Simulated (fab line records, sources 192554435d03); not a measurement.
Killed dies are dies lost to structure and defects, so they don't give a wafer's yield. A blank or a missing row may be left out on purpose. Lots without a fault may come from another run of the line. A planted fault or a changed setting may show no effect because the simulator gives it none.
Which tool did it? | flow n5_finfet | 24 lots, 72 wafers sampled, at 5 steps of a route of 1938

WHAT THE GAUGES READ, wafer by wafer
N5_BEOL_M1_CD_MEAS_11: target cd 17.05 nm. Usual: cd_nm 17.08 nm, standard deviation 0.23.
lot  | measured     | on        | cd_nm (nm)        | flag
L074 | day 6 06:29  | cd_sem-01 | 16.97 16.79 16.92 |
L075 | day 6 11:14  | cd_sem-01 | 16.57 16.60 17.41 |
L076 | day 6 14:43  | cd_sem-01 | 17.12 16.93 16.70 |
L077 | day 6 15:12  | cd_sem-01 | 17.48 17.24 17.32 |
L078 | day 7 04:22  | cd_sem-03 | 17.26 17.26 17.22 |
L080 | day 7 14:04  | cd_sem-02 | 16.94 17.14 16.82 |
L079 | day 7 14:32  | cd_sem-01 | 17.01 17.31 17.43 |
L081 | day 7 21:10  | cd_sem-01 | 17.12 16.84 17.03 |
L082 | day 8 01:01  | cd_sem-03 | 16.97 17.24 16.55 |
L083 | day 8 10:01  | cd_sem-01 | 17.40 17.22 17.04 |
L084 | day 8 12:11  | cd_sem-01 | 17.28 16.94 17.20 |
L085 | day 9 00:44  | cd_sem-03 | 16.99 16.73 16.88 |
L086 | day 9 06:49  | cd_sem-02 | 16.78 17.21 17.31 |
L087 | day 9 07:08  | cd_sem-03 | 17.13 17.31 17.30 |
L089 | day 10 03:59 | cd_sem-01 | 16.87 17.11 17.54 |
L088 | day 10 04:13 | cd_sem-02 | 17.08 17.10 16.73 |
L090 | day 10 04:25 | cd_sem-01 | 17.02 16.93 17.45 |
L091 | day 10 08:22 | cd_sem-02 | 17.12 16.79 17.01 |
L092 | day 10 18:44 | cd_sem-03 | 17.25 17.15 16.98 |
L093 | day 10 19:23 | cd_sem-03 | 16.99 16.97 16.74 |
L094 | day 11 03:41 | cd_sem-02 | 17.17 16.72 16.85 |
L095 | day 11 12:07 | cd_sem-01 | 17.15 17.10 17.57 |
L096 | day 11 13:09 | cd_sem-02 | 17.10 17.01 17.04 |
L097 | day 11 20:32 | cd_sem-02 | 17.21 17.16 16.98 |

N5_BEOL_M1_INSPECT_13: inspects for defects (brightfield). Usual: raw_defect_count 447, standard deviation 120.
lot  | measured     | on                | raw_defect_count | flag
L074 | day 6 06:34  | defect_inspect-02 | 323 357 347      |
L075 | day 6 11:20  | defect_inspect-02 | 432 474 411      |
L076 | day 6 14:49  | defect_inspect-02 | 371 336 399      |
L077 | day 6 15:19  | defect_inspect-02 | 463 318 310      |
L078 | day 7 04:28  | defect_inspect-02 | 265 402 330      |
L080 | day 7 14:09  | defect_inspect-02 | 584 695 524      |
L079 | day 7 14:38  | defect_inspect-01 | 279 380 318      |
L081 | day 7 21:15  | defect_inspect-01 | 446 336 321      |
L082 | day 8 01:06  | defect_inspect-01 | 605 327 529      |
L083 | day 8 10:06  | defect_inspect-01 | 564 501 555      |
L084 | day 8 12:16  | defect_inspect-01 | 384 288 346      |
L085 | day 9 00:49  | defect_inspect-02 | 401 503 477      |
L086 | day 9 06:55  | defect_inspect-02 | 536 510 473      |
L087 | day 9 07:13  | defect_inspect-02 | 653 797 661      |
L089 | day 10 04:05 | defect_inspect-02 | 342 398 329      |
L088 | day 10 04:18 | defect_inspect-02 | 687 608 429      |
L090 | day 10 04:30 | defect_inspect-02 | 467 674 446      |
L091 | day 10 08:27 | defect_inspect-02 | 518 444 470      |
L092 | day 10 18:49 | defect_inspect-02 | 517 693 515      |
L093 | day 10 19:29 | defect_inspect-01 | 369 425 384      |
L094 | day 11 03:47 | defect_inspect-02 | 502 529 578      |
L095 | day 11 12:13 | defect_inspect-01 | 608 471 456      |
L096 | day 11 13:14 | defect_inspect-01 | 491 389 342      |
L097 | day 11 20:37 | defect_inspect-02 | 388 386 436      |

N5_BEOL_M1_OCD_MEAS_38. Usual: trench_depth_nm 55.1 nm, standard deviation 0.99.
lot  | measured     | on     | trench_depth_nm (nm) | flag
L074 | day 6 10:40  | ocd-01 | 54.3 53.7 54.3       |
L075 | day 6 14:25  | ocd-01 | 54.7 56.3 57.2       |
L076 | day 6 18:32  | ocd-02 | 55.1 54.6 56.3       |
L077 | day 6 18:38  | ocd-01 | 55.1 53.3 53.9       |
L078 | day 7 09:31  | ocd-01 | 55.0 55.0 55.6       |
L080 | day 7 17:43  | ocd-01 | 53.7 55.7 55.6       |
L079 | day 7 22:29  | ocd-02 | 55.3 55.9 54.1       |
L081 | day 7 23:52  | ocd-01 | 55.2 56.1 57.0       |
L082 | day 8 03:49  | ocd-02 | 54.0 54.8 54.7       |
L083 | day 9 06:23  | ocd-02 | 55.4 56.5 54.6       |
L084 | day 9 06:26  | ocd-01 | 56.1 56.4 55.6       |
L085 | day 9 14:36  | ocd-01 | 53.9 53.9 53.7       |
L086 | day 10 04:28 | ocd-02 | 55.4 55.5 55.9       |
L087 | day 10 07:23 | ocd-01 | 56.6 54.9 55.4       |
L089 | day 10 08:04 | ocd-02 | 54.4 54.5 54.6       |
L088 | day 10 08:09 | ocd-02 | 54.9 53.9 55.4       |
L090 | day 10 08:16 | ocd-01 | 56.7 54.5 54.6       |
L091 | day 10 11:59 | ocd-02 | 55.4 55.3 55.4       |
L092 | day 10 22:13 | ocd-02 | 54.9 56.8 55.5       |
L093 | day 10 23:04 | ocd-02 | 56.1 53.9 54.8       |
L094 | day 11 14:53 | ocd-01 | 57.2 55.3 55.1       |
L095 | day 11 16:36 | ocd-01 | 55.9 54.6 55.9       |
L096 | day 11 19:55 | ocd-01 | 55.6 54.5 54.0       |
L097 | day 11 23:31 | ocd-02 | 56.0 53.8 54.7       |

WHICH TOOL RAN EACH LOT (tool, then ch and the chambers of the sampled wafers, then the start)
lot  | N5_BEOL_M1_ILD_DEP_00           | N5_BEOL_M1_DESCUM_33
L074 | pecvd-04 ch 1,2, day 6 04:42    | rie_diel-01 ch 1,2,3, day 6 07:30
L075 | pecvd-04 ch 0,2, day 6 09:43    | rie_diel-02 ch 1,2,3, day 6 12:35
L076 | pecvd-01 ch 0,2, day 6 13:07    | rie_diel-05 ch 1,3, day 6 15:45
L077 | pecvd-01 ch 0,1,2, day 6 13:58  | rie_diel-02 ch 1,2,3, day 6 16:20
L078 | pecvd-01 ch 1,2, day 7 02:13    | rie_diel-05 ch 0,2,3, day 7 05:29
L080 | pecvd-01 ch 1,2, day 7 11:42    | rie_diel-02 ch 1,2,3, day 7 15:24
L079 | pecvd-02 ch 0,2, day 7 13:50    | rie_diel-01 ch 0,2,3, day 7 15:39
L081 | pecvd-02 ch 0,1, day 7 18:20    | rie_diel-01 ch 0,3, day 7 22:10
L082 | pecvd-04 ch 0,2, day 8 00:20    | rie_diel-01 ch 1,3, day 8 02:01
L083 | pecvd-01 ch 1,2, day 8 08:49    | rie_diel-02 ch 0,1,3, day 8 11:26
L084 | pecvd-02 ch 0,1,2, day 8 10:03  | rie_diel-01 ch 1,3, day 8 13:34
L085 | pecvd-04 ch 1,2, day 8 22:31    | rie_diel-05 ch 0,2,3, day 9 01:53
L086 | pecvd-01 ch 0,2, day 9 03:58    | rie_diel-01 ch 0,2, day 9 08:40
L087 | pecvd-02 ch 1,2, day 9 04:40    | rie_diel-05 ch 1,2, day 9 09:13
L089 | pecvd-02 ch 0,1, day 10 01:02   | rie_diel-01 ch 0,2, day 10 05:16
L088 | pecvd-02 ch 0,1, day 10 01:25   | rie_diel-01 ch 1,2, day 10 05:22
L090 | pecvd-02 ch 0,1, day 10 01:40   | rie_diel-01 ch 2,3, day 10 05:34
L091 | pecvd-01 ch 1,2, day 10 07:43   | rie_diel-05 ch 0,2,3, day 10 09:21
L092 | pecvd-02 ch 0,1, day 10 16:13   | rie_diel-01 ch 0,1,3, day 10 19:56
L093 | pecvd-01 ch 0,1,2, day 10 17:52 | rie_diel-02 ch 0,1,2, day 10 20:40
L094 | pecvd-02 ch 0,1, day 11 01:09   | rie_diel-05 ch 0,2, day 11 04:46
L095 | pecvd-02 ch 1,2, day 11 10:05   | rie_diel-01 ch 0,1, day 11 13:19
L096 | pecvd-01 ch 0,1, day 11 12:16   | rie_diel-05 ch 0,2, day 11 14:10
L097 | pecvd-01 ch 0,1,2, day 11 18:56 | rie_diel-05 ch 0,1,2, day 11 21:31
- N5_BEOL_M1_ILD_DEP_00: deposits SiOC from DEMS/O2, target thk 79 nm, time 15.3 s.
- N5_BEOL_M1_DESCUM_33: chemistry O2, time 7 s.

WHAT THE TOOLS THEMSELVES READ (means of the sampled wafers that have a number; where no wafer has one, the mark that the record gives instead)
N5_BEOL_M1_ILD_DEP_00. Usual: heater_power_w 520 W, standard deviation 110; showerhead_plenum_p_Torr 5.695 Torr, standard deviation 0.018; throttle_valve_pct 11.7 %, standard deviation 0.6.
lot  | tool     | heater_power_w (W) | showerhead_plenum_p_Torr (Torr) | throttle_valve_pct (%) | flag
L074 | pecvd-04 | 441                | 5.693                           | 12.2                   |
L075 | pecvd-04 | 429                | 5.708                           | 11.1                   |
L076 | pecvd-01 | 566                | 5.709                           | 11.1                   |
L077 | pecvd-01 | 534                | 5.700                           | 11.5                   |
L078 | pecvd-01 | 580                | 5.697                           | 11.4                   |
L080 | pecvd-01 | 609                | 5.698                           | 11.6                   |
L079 | pecvd-02 | 568                | 5.676                           | 11.8                   |
L081 | pecvd-02 | 457                | 5.677                           | 11.4                   |
L082 | pecvd-04 | 496                | 5.715                           | 11.0                   |
L083 | pecvd-01 | 569                | 5.695                           | 11.6                   |
L084 | pecvd-02 | 555                | 5.684                           | 11.9                   |
L085 | pecvd-04 | 456                | 5.707                           | 11.9                   |
L086 | pecvd-01 | 565                | 5.704                           | 11.2                   |
L087 | pecvd-02 | 581                | 5.683                           | 12.6                   |
L089 | pecvd-02 | 499                | 5.683                           | 11.9                   |
L088 | pecvd-02 | 475                | 5.682                           | 11.7                   |
L090 | pecvd-02 | 549                | 5.678                           | 11.3                   |
L091 | pecvd-01 | 581                | 5.697                           | 11.6                   |
L092 | pecvd-02 | 503                | 5.687                           | 11.5                   |
L093 | pecvd-01 | 525                | 5.706                           | 11.7                   |
L094 | pecvd-02 | 511                | 5.680                           | 11.4                   |
L095 | pecvd-02 | 620                | 5.680                           | 11.8                   |
L096 | pecvd-01 | 511                | 5.708                           | 11.6                   |
L097 | pecvd-01 | 553                | 5.704                           | 11.4                   |

N5_BEOL_M1_DESCUM_33. Usual: drypump_motor_current_A 5.9 A, standard deviation 0.34; oes_product_au 0.80 a.u., standard deviation 0.1; rf_vpp_V 243.7 V, standard deviation 1.3; showerhead_plenum_p_Torr 2.13 Torr, standard deviation 0.067; throttle_valve_pct 20.49 %, standard deviation 0.2.
lot  | tool        | drypump_motor_current_A (A) | oes_product_au (a.u.) | rf_vpp_V (V) | showerhead_plenum_p_Torr (Torr) | throttle_valve_pct (%) | flag
L074 | rie_diel-01 | 5.8                         | 0.77                  | 243.0        | 2.09                            | 20.65                  |
L075 | rie_diel-02 | 6.0                         | 0.77                  | 244.7        | 2.15                            | 20.34                  |
L076 | rie_diel-05 | 5.9                         | 0.72                  | 243.2        | 2.14                            | 20.56                  |
L077 | rie_diel-02 | 6.1                         | 0.77                  | 244.3        | 2.15                            | 20.34                  |
L078 | rie_diel-05 | 5.6                         | 0.72                  | 243.3        | 2.11                            | 20.50                  |
L080 | rie_diel-02 | 6.1                         | 0.86                  | 243.7        | 2.15                            | 20.25                  |
L079 | rie_diel-01 | 6.0                         | 0.82                  | 243.5        | 2.07                            | 20.51                  |
L081 | rie_diel-01 | 6.1                         | 0.87                  | 243.3        | 2.12                            | 20.46                  |
L082 | rie_diel-01 | 5.8                         | 0.75                  | 244.2        | 2.15                            | 20.77                  |
L083 | rie_diel-02 | 5.8                         | 0.88                  | 244.3        | 2.18                            | 20.44                  |
L084 | rie_diel-01 | 5.8                         | 0.80                  | 245.0        | 2.13                            | 20.58                  |
L085 | rie_diel-05 | 5.6                         | 0.70                  | 243.7        | 2.10                            | 20.52                  |
L086 | rie_diel-01 | 6.1                         | 0.90                  | 243.9        | 2.15                            | 20.44                  |
L087 | rie_diel-05 | 5.7                         | 0.74                  | 242.8        | 2.05                            | 20.37                  |
L089 | rie_diel-01 | 6.0                         | 0.93                  | 244.2        | 2.19                            | 20.36                  |
L088 | rie_diel-01 | 5.8                         | 0.98                  | 244.9        | 2.20                            | 20.34                  |
L090 | rie_diel-01 | 5.8                         | 0.88                  | 244.5        | 2.15                            | 20.35                  |
L091 | rie_diel-05 | 5.6                         | 0.69                  | 243.4        | 2.10                            | 20.53                  |
L092 | rie_diel-01 | 6.0                         | 0.87                  | 243.8        | 2.12                            | 20.50                  |
L093 | rie_diel-02 | 5.8                         | 0.78                  | 243.5        | 2.11                            | 20.43                  |
L094 | rie_diel-05 | 5.7                         | 0.70                  | 243.0        | 2.10                            | 20.48                  |
L095 | rie_diel-01 | 6.0                         | 0.89                  | 243.9        | 2.14                            | 20.53                  |
L096 | rie_diel-05 | 5.7                         | 0.70                  | 243.1        | 2.10                            | 20.48                  |
L097 | rie_diel-05 | 5.7                         | 0.72                  | 243.4        | 2.08                            | 20.45                  |

THE ANSWER, worked out from the rows above alone
Rule: a lot is off if the mean of its wafers that have a number lies more than 3 standard deviations from the usual mean. A lot without any number at a reading at which 4 lots or more have one is off too. The other lots that the step has rows for count as sound. The gauges are gone through in route order, then the tools' own readings, and for those a lot's mean is taken as printed above. The first step at which some lot is off is used, and at that step the reading that is off furthest; a lot without a number counts as furthest.
No lot is off at any reading shown: from this, nothing can be told.

WHAT THE SIMULATOR HAD PUT IN
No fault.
